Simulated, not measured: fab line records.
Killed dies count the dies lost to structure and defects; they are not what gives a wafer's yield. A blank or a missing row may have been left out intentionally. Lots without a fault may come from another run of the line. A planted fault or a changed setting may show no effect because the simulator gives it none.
Split-lot experiment / flow n5_finfet / route with 1938 steps; 7 lots, 21 wafers read

## ABOUT THE SPLIT
At N5_BEOL_M0_ETCH_109 (etches SiCN in CH3F/O2, target depth 8 nm, overetch 2.4 nm, time 27.4 s), the setting bias_w was moved away from the recipe's 75 W on 7 of the 21 wafers read, by -14.9% to +17.4%. This setting was run at the recipe's value on the other wafers.

Reading taken at the split's own step.

## THE READING
rf_vpp_V, in V, at N5_BEOL_M0_ETCH_109 (etches SiCN in CH3F/O2, target depth 8 nm, overetch 2.4 nm, time 27.4 s). A value of 297.5 V with a standard deviation of 1.2 V is what fault-free wafers of this fab line usually give.

wafer=L074.1; tool, chamber at the split=rie_diel-01, 1; bias_w as run, W=75; against the recipe=recipe; rf_vpp_V, V=296.2; against lot-mates on the recipe=-
wafer=L074.5; tool, chamber at the split=rie_diel-01, 2; bias_w as run, W=64.06; against the recipe=-14.6%; rf_vpp_V, V=269.7; against lot-mates on the recipe=-26.9
wafer=L074.6; tool, chamber at the split=rie_diel-01, 3; bias_w as run, W=75; against the recipe=recipe; rf_vpp_V, V=297.1; against lot-mates on the recipe=-
wafer=L076.4; tool, chamber at the split=rie_diel-03, 2; bias_w as run, W=75; against the recipe=recipe; rf_vpp_V, V=297.4; against lot-mates on the recipe=-
wafer=L076.5; tool, chamber at the split=rie_diel-03, 0; bias_w as run, W=80.2; against the recipe=+6.9%; rf_vpp_V, V=312.7; against lot-mates on the recipe=+15.3
wafer=L076.6; tool, chamber at the split=rie_diel-03, 1; bias_w as run, W=80.2; against the recipe=+6.9%; rf_vpp_V, V=310.4; against lot-mates on the recipe=+13.0
wafer=L081.3; tool, chamber at the split=rie_diel-01, 0; bias_w as run, W=75; against the recipe=recipe; rf_vpp_V, V=298.8; against lot-mates on the recipe=-
wafer=L081.5; tool, chamber at the split=rie_diel-01, 0; bias_w as run, W=75; against the recipe=recipe; rf_vpp_V, V=300.6; against lot-mates on the recipe=-
wafer=L081.6; tool, chamber at the split=rie_diel-01, 1; bias_w as run, W=75; against the recipe=recipe; rf_vpp_V, V=295.9; against lot-mates on the recipe=-
wafer=L086.1; tool, chamber at the split=rie_diel-03, 3; bias_w as run, W=63.81; against the recipe=-14.9%; rf_vpp_V, V=268.5; against lot-mates on the recipe=-31.4
wafer=L086.3; tool, chamber at the split=rie_diel-03, 0; bias_w as run, W=63.81; against the recipe=-14.9%; rf_vpp_V, V=269.2; against lot-mates on the recipe=-30.7
wafer=L086.6; tool, chamber at the split=rie_diel-03, 0; bias_w as run, W=75; against the recipe=recipe; rf_vpp_V, V=299.9; against lot-mates on the recipe=-
wafer=L089.1; tool, chamber at the split=rie_diel-03, 0; bias_w as run, W=75; against the recipe=recipe; rf_vpp_V, V=299.2; against lot-mates on the recipe=-
wafer=L089.2; tool, chamber at the split=rie_diel-03, 2; bias_w as run, W=75; against the recipe=recipe; rf_vpp_V, V=296.7; against lot-mates on the recipe=-
wafer=L089.4; tool, chamber at the split=rie_diel-03, 2; bias_w as run, W=75; against the recipe=recipe; rf_vpp_V, V=297.1; against lot-mates on the recipe=-
wafer=L090.1; tool, chamber at the split=rie_diel-01, 0; bias_w as run, W=75; against the recipe=recipe; rf_vpp_V, V=300.2; against lot-mates on the recipe=-
wafer=L090.3; tool, chamber at the split=rie_diel-01, 2; bias_w as run, W=67.88; against the recipe=-9.5%; rf_vpp_V, V=280.7; against lot-mates on the recipe=-18.7
wafer=L090.5; tool, chamber at the split=rie_diel-01, 0; bias_w as run, W=75; against the recipe=recipe; rf_vpp_V, V=298.6; against lot-mates on the recipe=-
wafer=L091.2; tool, chamber at the split=rie_diel-03, 2; bias_w as run, W=75; against the recipe=recipe; rf_vpp_V, V=297.7; against lot-mates on the recipe=-
wafer=L091.4; tool, chamber at the split=rie_diel-03, 0; bias_w as run, W=88.03; against the recipe=+17.4%; rf_vpp_V, V=329.4; against lot-mates on the recipe=+31.5
wafer=L091.5; tool, chamber at the split=rie_diel-03, 0; bias_w as run, W=75; against the recipe=recipe; rf_vpp_V, V=298.1; against lot-mates on the recipe=-

FIT RESULTS
A straight line over all 21 wafers: rf_vpp_V changes by +1.9 V for each +1% of bias_w; r = +1.00; the points scatter about the line by 1.4 V.
The same after taking each lot's own level away (the mean of its wafers on the recipe; 21 wafers): +1.95 V for each +1%; r = +1.00; scatter 1.4 V.
That fit puts the effect of the largest move of bias_w on the reading at 34 V.
Measured against the standard deviation above, the lots' own levels, which go from 296.65 to 299.90 V, span 2.7 times it.
Hence the lot-to-lot level has little effect on the slope; both slopes agree.
Check: for one of the wafers moved furthest among these (+17.4%), held out of the fit, the line's prediction against its lot-mates is +34.9 V. It came out at +31.5 V against them.
Tool readings at the split's step, against how far the setting was moved: rf_vpp_V r = +1.00.

## FURTHER SPLITS ON THESE WAFERS
These wafers also went through other splits before the reading. Each is held against what the fit with the lots' levels taken away leaves over:
other split on the same wafers=N5_MOL_CONTACT_COAG_CVD_140 target_thk_a; wafers away from the commonest value=4; r with rf_vpp_V (lot level and that fit taken away)=+0.08
other split on the same wafers=N5_BEOL_M0_SAQP_PECVD_96 time_s; wafers away from the commonest value=2; r with rf_vpp_V (lot level and that fit taken away)=+0.05

## FILE'S OWN FIT
rf_vpp_V changes by +1.92 V for each +1% of bias_w, r = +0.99.
